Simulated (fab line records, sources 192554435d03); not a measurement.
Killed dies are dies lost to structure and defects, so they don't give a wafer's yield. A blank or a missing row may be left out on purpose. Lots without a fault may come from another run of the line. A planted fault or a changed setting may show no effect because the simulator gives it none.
Chamber matching | flow n5_finfet | N5_BEOL_M12_TRENCH_ETCH_34 on rie_diel-02: 4 sister chambers
The step etches SiOC in C4F8/O2/Ar, target depth 318.95 nm, time 125.5 s. 4 wafers are shown with their chamber, then 10 later ones without.

WAFERS WITH THEIR CHAMBER
wafer  | chamber | drypump_motor_current_A (A)
L078.1 | 1       | 5.5
L078.4 | 2       | 6.2
L083.2 | 3       | 6.0
L083.5 | 0       | 5.0

WAFERS WITHOUT THEIR CHAMBER
wafer  | drypump_motor_current_A (A)
L083.6 | 6.0
L087.1 | 6.0
L087.5 | 6.0
L087.6 | 5.1
L090.2 | 6.3
L090.3 | 5.5
L090.5 | 5.1
L091.2 | 6.2
L091.3 | 5.5
L091.6 | 5.5

WHICH CHAMBER EACH WENT THROUGH
wafer  | from the rows above | in truth
L083.6 | 3                   | 3
L087.1 | 3                   | 3
L087.5 | 3                   | 3
L087.6 | 0                   | 0
L090.2 | 2                   | 2
L090.3 | 1                   | 1
L090.5 | 0                   | 0
L091.2 | 2                   | 2
L091.3 | 1                   | 1
L091.6 | 1                   | 1
Placed correctly: 10 of 10. Can't be placed from these rows: 0. Placed wrongly: 0.
How it was worked out, from the rows above alone: a wafer's distance from a chamber is the root of the sum, over the readings, of the square of ((its reading less the chamber's mean) divided by the reading's scatter). The wafer belongs to the nearest chamber; if the next one is less than 2 further off, it can't be placed. A chamber's mean is the mean of its shown wafers. The scatter: with one shown wafer a chamber, the root of the mean of the squares of how far each hidden wafer lies from its nearest shown one.
